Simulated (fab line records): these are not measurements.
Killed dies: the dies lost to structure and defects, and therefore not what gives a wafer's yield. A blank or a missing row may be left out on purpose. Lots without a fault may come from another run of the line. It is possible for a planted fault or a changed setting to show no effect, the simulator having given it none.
Which of the tools did it?    flow n5 finfet    Sampling: 11 lots, 33 wafers, 2 of 1938 route steps

== WHAT THE GAUGES SHOWED, per wafer ==
N5_BEOL_M7_INSPECT_13: inspects for defects (brightfield). Usual: raw defect count at 383, with a standard deviation of 88.
lot   measured      on                 raw defect count  flag
L617  day 9 00:22   defect inspect-02  441 408 470       
L618  day 9 06:43   defect inspect-01  408 360 323       
L619  day 9 16:13   defect inspect-02  286 324 379       
L620  day 10 07:50  defect inspect-01  412 398 406       
L621  day 10 08:00  defect inspect-02  325 314 304       
L623  day 10 14:29  defect inspect-02  504 348 369       
L626  day 11 17:01  defect inspect-01  587 476 481       
L633  day 13 04:55  defect inspect-02  454 344 469       
L634  day 13 13:00  defect inspect-01  407 421 378       
L635  day 13 16:01  defect inspect-01  411 369 417       
L640  day 15 02:48  defect inspect-01  364 403 565       

== WHAT TOOL EACH LOT RAN ON (gives the tool, then ch and the chambers of the sampled wafers, and finally the start) ==
lot   N5_BEOL_M6_DEP_56
L617  pecvd-04 ch 0,1,2, day 8 22:19
L618  pecvd-04 ch 0,1, day 9 04:29
L619  pecvd-04 ch 0,1, day 9 11:46
L620  pecvd-04 ch 0,1, day 10 05:02
L621  pecvd-03 ch 1,2, day 10 05:07
L623  pecvd-03 ch 1,2, day 10 12:14
L626  pecvd-03 ch 1,2, day 11 14:59
L633  pecvd-02 ch 1,2, day 13 00:51
L634  pecvd-02 ch 0,1, day 13 11:09
L635  pecvd-02 ch 1,2, day 13 13:44
L640  pecvd-02 ch 1,2, day 15 00:49
- N5_BEOL_M6_DEP_56: deposits SiCN from 3MS/NH3, target thk 10 nm, time 17.5 s.

== AS READ BY THE TOOLS THEMSELVES (means over the sampled wafers that have a number; for cases with no such wafer, the mark the record gives instead) ==
N5_BEOL_M6_DEP_56. Usual: rf fwd power W 199.6 W, standard deviation 0.92; showerhead plenum p Torr 3.666 Torr, standard deviation 0.0093; throttle valve pct 9.0 %, standard deviation 0.55.
lot   tool      rf fwd power W (W)  showerhead plenum p Torr (Torr)  throttle valve pct (%)  flag
L617  pecvd-04  198.3               3.665                            8.6                     
L618  pecvd-04  199.2               3.656                            8.6                     
L619  pecvd-04  198.9               3.669                            8.5                     
L620  pecvd-04  198.5               3.657                            8.6                     
L621  pecvd-03  199.4               3.669                            9.8                     
L623  pecvd-03  200.5               3.659                            9.1                     
L626  pecvd-03  200.0               3.664                            9.4                     
L633  pecvd-02  199.8               3.665                            8.9                     
L634  pecvd-02  199.3               3.662                            9.1                     
L635  pecvd-02  199.9               3.665                            8.9                     
L640  pecvd-02  200.3               3.665                            8.7                     

== THE ANSWER, worked out from the rows above alone ==
Rule: take the mean of a lot's wafers that have a number; if it is more than 3 standard deviations from the usual mean, the lot is off. A lot without any number at a reading at which 4 lots or more have one is off too. The other lots that the step has rows for count as sound. Order of review: gauges by route order, followed by the tools' own readings, for which a lot's mean as printed above is used. The first step at which some lot is off is used, and at that step the reading that is off furthest; a lot without a number counts as furthest.
Across all readings shown, no lot is off: no conclusion can be drawn from this.

== WHAT THE SIMULATOR HAD PUT IN ==
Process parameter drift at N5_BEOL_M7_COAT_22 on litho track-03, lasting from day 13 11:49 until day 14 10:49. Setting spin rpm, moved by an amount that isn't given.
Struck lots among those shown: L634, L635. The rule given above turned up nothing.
